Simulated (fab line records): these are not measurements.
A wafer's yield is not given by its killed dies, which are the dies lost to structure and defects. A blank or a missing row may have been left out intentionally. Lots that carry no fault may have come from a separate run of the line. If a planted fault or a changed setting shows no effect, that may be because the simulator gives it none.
Which tool was responsible? / flow n5-finfet / 12 lots, 36 wafers sampled, at 3 steps of a route of 1938

## WHAT THE GAUGES SHOWED, per wafer
N5_BEOL_M5_OVL_MEAS_29.
lot=L075; measured=day 8 05:50; on=overlay-02; V4_OVL (nm)=-0.4 -0.6 -0.4
lot=L077; measured=day 9 00:20; on=overlay-01; V4_OVL (nm)=-0.7 -0.7 -0.9
lot=L079; measured=day 9 07:19; on=overlay-01; V4_OVL (nm)=1.3 1.0 0.3
lot=L081; measured=day 10 11:10; on=overlay-02; V4_OVL (nm)=-1.4 -1.7 -0.4
lot=L082; measured=day 11 01:35; on=overlay-01; V4_OVL (nm)=-1.0 -0.9 -0.8
lot=L085; measured=day 11 16:58; on=overlay-01; V4_OVL (nm)=-0.5 0.1 0.5
lot=L087; measured=day 12 01:40; on=overlay-02; V4_OVL (nm)=-0.1 0.3 0.4
lot=L088; measured=day 12 01:50; on=overlay-01; V4_OVL (nm)=0.6 -0.2 1.5
lot=L091; measured=day 13 01:39; on=overlay-02; V4_OVL (nm)=0.4 0.2 0.3
lot=L093; measured=day 13 05:48; on=overlay-02; V4_OVL (nm)=-0.9 -1.1 -0.2
lot=L095; measured=day 14 04:03; on=overlay-01; V4_OVL (nm)=-0.6 1.0 0.9
lot=L097; measured=day 14 13:20; on=overlay-01; V4_OVL (nm)=-0.6 -0.7 -1.0

## WHAT TOOL EACH LOT RAN ON (gives the tool, then ch and the chambers of the sampled wafers, and finally the start)
lot=L075; N5_BEOL_M5_ILD_DEP_00=pecvd-04 ch 0,1,2, day 8 02:43; N5_BEOL_M5_ETCH_61=rie-diel-04 ch 0,1,2, day 8 04:22
lot=L077; N5_BEOL_M5_ILD_DEP_00=pecvd-01 ch 1,2, day 8 21:23; N5_BEOL_M5_ETCH_61=rie-diel-06 ch 0,1,2, day 8 23:35
lot=L079; N5_BEOL_M5_ILD_DEP_00=pecvd-01 ch 0,1, day 9 00:45; N5_BEOL_M5_ETCH_61=rie-diel-04 ch 0,2,3, day 9 02:44
lot=L081; N5_BEOL_M5_ILD_DEP_00=pecvd-01 ch 0,2, day 10 06:38; N5_BEOL_M5_ETCH_61=rie-diel-06 ch 0,1,2, day 10 09:00
lot=L082; N5_BEOL_M5_ILD_DEP_00=pecvd-01 ch 0,1,2, day 10 22:08; N5_BEOL_M5_ETCH_61=rie-diel-04 ch 0,1,2, day 11 00:19
lot=L085; N5_BEOL_M5_ILD_DEP_00=pecvd-04 ch 0,2, day 11 13:01; N5_BEOL_M5_ETCH_61=rie-diel-06 ch 1,3, day 11 15:11
lot=L087; N5_BEOL_M5_ILD_DEP_00=pecvd-01 ch 0,1,2, day 11 17:59; N5_BEOL_M5_ETCH_61=rie-diel-06 ch 0,2,3, day 11 23:48
lot=L088; N5_BEOL_M5_ILD_DEP_00=pecvd-01 ch 0,1, day 11 19:52; N5_BEOL_M5_ETCH_61=rie-diel-06 ch 0,1,2, day 12 00:32
lot=L091; N5_BEOL_M5_ILD_DEP_00=pecvd-04 ch 0,1,2, day 12 20:20; N5_BEOL_M5_ETCH_61=rie-diel-04 ch 1,2,3, day 12 23:28
lot=L093; N5_BEOL_M5_ILD_DEP_00=pecvd-01 ch 0,1,2, day 13 00:48; N5_BEOL_M5_ETCH_61=rie-diel-02 ch 1,2, day 13 02:47
lot=L095; N5_BEOL_M5_ILD_DEP_00=pecvd-04 ch 0,2, day 13 23:24; N5_BEOL_M5_ETCH_61=rie-diel-04 ch 1,3, day 14 02:09
lot=L097; N5_BEOL_M5_ILD_DEP_00=pecvd-04 ch 0,1, day 14 06:05; N5_BEOL_M5_ETCH_61=rie-diel-02 ch 1,3, day 14 12:25
- N5_BEOL_M5_ILD_DEP_00: deposits SiCOH lowk from DEMS/porogen, target thk 140.64 nm, time 25.9 s.
- N5_BEOL_M5_ETCH_61: etches SiARC in CF4, target depth 15.6 nm, time 26 s.

## THE ANSWER, worked out from the rows above alone
Rule: what is usual is taken from the lots themselves. Put in order of their means at a reading, lots are off if they are a third of the lots or fewer, leave a main group of 4 or more, and stand apart from it by a gap of 3 or more times the standard deviation of the main group's means; of several such gaps the widest counts. Not used: any main group whose means are identical at the precision the tables above print for the reading. Also off: a lot with no number at a reading for which 4 or more lots have one. Any other lot the step has rows for is counted as sound.
Across all readings shown, no lot is off: no conclusion can be drawn from this.

## WHAT THE SIMULATOR HAD INSERTED
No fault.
